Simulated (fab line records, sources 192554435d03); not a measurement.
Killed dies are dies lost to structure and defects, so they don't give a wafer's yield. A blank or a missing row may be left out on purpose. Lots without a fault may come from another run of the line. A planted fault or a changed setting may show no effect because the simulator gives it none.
Chamber matching | flow n5_finfet | N5_ILD0_CMP_12 on cmp-01: 4 sister chambers
The step polishes SiNx, stops on poly-Si, t overpolish 6 s, target thk 17.67 nm. 16 wafers are shown with their chamber, then 7 later ones without.

WAFERS WITH THEIR CHAMBER
wafer  | chamber | motor_current_A (A) | time_to_endpoint_s (s) | edge_zone_pressure_frac
L230.1 | 3       | 9.8                 | 25.9                   | 0.991
L230.6 | 0       | 7.6                 | 28.5                   | 1.000
L232.2 | 2       | 8.8                 | 28.5                   | 1.006
L232.3 | 3       | 9.2                 | 23.8                   | 1.005
L232.4 | 0       | 8.4                 | 26.9                   | 1.000
L234.1 | 3       | 9.7                 | 26.4                   | 1.001
L234.2 | 2       | 8.8                 | 31.3                   | 1.005
L234.3 | 1       | 7.8                 | 32.6                   | 1.002
L238.1 | 1       | 7.9                 | 30.7                   | 0.998
L238.4 | 3       | 9.7                 | 24.6                   | 0.999
L238.5 | 3       | 9.5                 | 25.0                   | 1.002
L245.1 | 2       | 9.1                 | 27.8                   | 1.007
L245.2 | 0       | 8.8                 | 27.3                   | 1.006
L245.6 | 1       | 7.9                 | 27.4                   | 0.999
L247.3 | 2       | 9.3                 | 28.5                   | 1.003
L247.4 | 3       | 9.7                 | 24.7                   | 1.002

SIGNATURES (means of the wafers above)
reading                 | chamber 0 | chamber 1 | chamber 2 | chamber 3 | scatter within a chamber
motor_current_A         | 8.267     | 7.867     | 9.000     | 9.600     | 0.313
time_to_endpoint_s      | 27.567    | 30.233    | 29.025    | 25.067    | 1.5
edge_zone_pressure_frac | 1.00200   | 0.99967   | 1.00525   | 1.00000   | 0.00362
Rule: a wafer's distance from a chamber is the root of the sum, over the readings, of the square of ((its reading less the chamber's mean) divided by the reading's scatter). The wafer belongs to the nearest chamber; if the next one is less than 2 further off, it can't be placed. The scatter: the root of (the sum of the squares of (reading less its chamber's mean) over the shown wafers, divided by (wafers less chambers)).

WAFERS WITHOUT THEIR CHAMBER
wafer  | motor_current_A (A) | time_to_endpoint_s (s) | edge_zone_pressure_frac
L247.5 | 8.3                 | 27.1                   | 0.998
L250.1 | 8.5                 | 29.0                   | 0.989
L250.4 | 8.6                 | 28.2                   | 1.001
L250.5 | 8.4                 | 29.7                   | 0.999
L253.1 | 7.6                 | 23.8                   | 1.000
L253.2 | 8.9                 | 25.2                   | 1.001
L253.5 | 9.3                 | 25.8                   | 0.999

WHICH CHAMBER EACH WENT THROUGH
wafer  | from the rows above               | in truth
L247.5 | can't be placed: 0 or 1           | 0
L250.1 | can't be placed: 1 or 0 or 2 or 3 | 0
L250.4 | can't be placed: 0 or 2 or 1      | 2
L250.5 | can't be placed: 0 or 1 or 2      | 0
L253.1 | can't be placed: 0 or 1           | 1
L253.2 | can't be placed: 3 or 0 or 2      | 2
L253.5 | can't be placed: 3 or 2           | 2
Placed correctly: 0 of 7. Can't be placed from these rows: 7 (the true chamber is among the candidates in 7). Placed wrongly: 0.
